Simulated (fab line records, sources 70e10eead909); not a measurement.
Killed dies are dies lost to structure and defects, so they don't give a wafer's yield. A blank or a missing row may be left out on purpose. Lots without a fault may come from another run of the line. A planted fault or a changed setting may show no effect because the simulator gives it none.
A struck lot beside a sound one | flow nand_harc | 14 steps out of a route of 1302
Sound: wafers L262.1, L262.2, L262.5. Struck: wafer L272.2. (L272.5 of the same lot was not struck and is left out.) The cause comes at the end.
At each step with rows: each side's tool, then ch and its chambers, then its first start. Under that, the readings that differ: sound wafers | struck wafers | difference of the means | sigmas: that difference in standard deviations of wafers without a fault.
alike: readings whose means differ by less than 2 such deviations, and words and numbers that are the same on both sides. not compared: withheld readings, readings that some wafer has no value for, bounds like >300 that may hide the same value, and numbers for which the record gives no deviation and whose values overlap.
The two part at a step that has a row with sigmas, a row that says differs or no value, or rows on one side only. Numbers that don't overlap but have no deviation are shown without sigmas and don't part them. A reading that every wafer of one side lacks parts them only if that side has two wafers or more.

NHARC_A_WL_FILL_CVD_03: deposits W, target thk 40 nm, time 279 s.
  sound on cvd_w-02 ch 0,1, day 23 08:50; struck on cvd_w-01 ch 0, day 27 14:30
  alike: heater_power_w, throttle_valve_pct
then, 1 step without rows for these wafers: NHARC_A_WL_FILL_ETCHBACK_04 (etches the open film in NF3, target depth 60 nm, time 120 s).
NHARC_A_WL_FILL_ETCHBACK_05: etches the open film in Cl2/BCl3, target depth 22 nm, time 60 s.
  sound on rie_metal-01 ch 0,1, day 23 09:27; struck on rie_metal-03 ch 1, day 27 15:07
  reading                     | sound       | struck | difference | sigmas
  drypump_motor_current_A (A) | 6.4 5.9 5.9 | 4.7    | -1.4       | -2
  alike: oes_product_au
  not compared: rf_hours_counter_h
NHARC_A_WL_FILL_STRIP_27: strips in N2/H2, time 20 s.
  sound on plasma_asher-02 ch 0,1, day 23 09:35; struck on plasma_asher-02 ch 1, day 27 15:15
  alike: drypump_motor_current_A, heater_power_w
  not compared: rf_hours_counter_h
then, 4 steps without rows for these wafers: NHARC_A_WL_FILL_STRIP_28 (strips in post etch residue remover, time 1200 s); NHARC_A_WL_FILL_PRECLEAN_06 (cleans in DIW, time 300 s); NHARC_A_WL_FILL_SRD_07; NHARC_A_WL_FILL_ANNEAL_08 (time 1800 s).
NHARC_A_WL_FILL_ALD_10: deposits SiO2, target thk 50 nm, pulse time 10 s, ald cycles 500.
  sound on ald_hk-03 ch 0,2, day 23 14:41; struck on ald_hk-04 ch 1, day 27 21:39
  alike: heater_power_w, precursor_pulse_height_rel
then, 1 step without rows for these wafers: NHARC_A_WL_FILL_ETCHBACK_16 (etches the open film in C4F8/O2/Ar, target depth 120 nm, time 24 s).
NHARC_A_WL_FILL_STRIP_29: strips in O2, time 20 s.
  sound on rie_diel-02 ch 1,2, day 23 19:26; struck on rie_diel-02 ch 0, day 28 01:23
  reading                         | sound          | struck | difference | sigmas
  showerhead_plenum_p_Torr (Torr) | 3.42 3.32 3.42 | 3.65   | +0.26      | +2
  alike: drypump_motor_current_A, oes_product_au, rf_vpp_V, throttle_valve_pct
  not compared: rf_hours_counter_h
NHARC_A_WL_FILL_ETCHBACK_17: etches the open film in Cl2/BCl3, target depth 4 nm, time 26.7 s.
  sound on rie_metal-03 ch 0,1, day 23 19:31; struck on rie_metal-02 ch 0, day 28 01:29
  reading               | sound             | struck | difference | sigmas
  oes_product_au (a.u.) | 1.008 1.009 1.001 | 0.837  | -0.169     | -17
  alike: drypump_motor_current_A
  not compared: rf_hours_counter_h
then, 1 step without rows for these wafers: NHARC_A_WL_FILL_PRECLEAN_18 (cleans in dHF, time 30 s).
NHARC_END_SORT_01:
  the record has rows for the sound wafers here (prober-02 ch 0, day 27 09:19) and none for the struck ones

WHERE THEY PART
First at NHARC_A_WL_FILL_ETCHBACK_05; last, within this record, at NHARC_END_SORT_01.

WHY: what the simulator had put in
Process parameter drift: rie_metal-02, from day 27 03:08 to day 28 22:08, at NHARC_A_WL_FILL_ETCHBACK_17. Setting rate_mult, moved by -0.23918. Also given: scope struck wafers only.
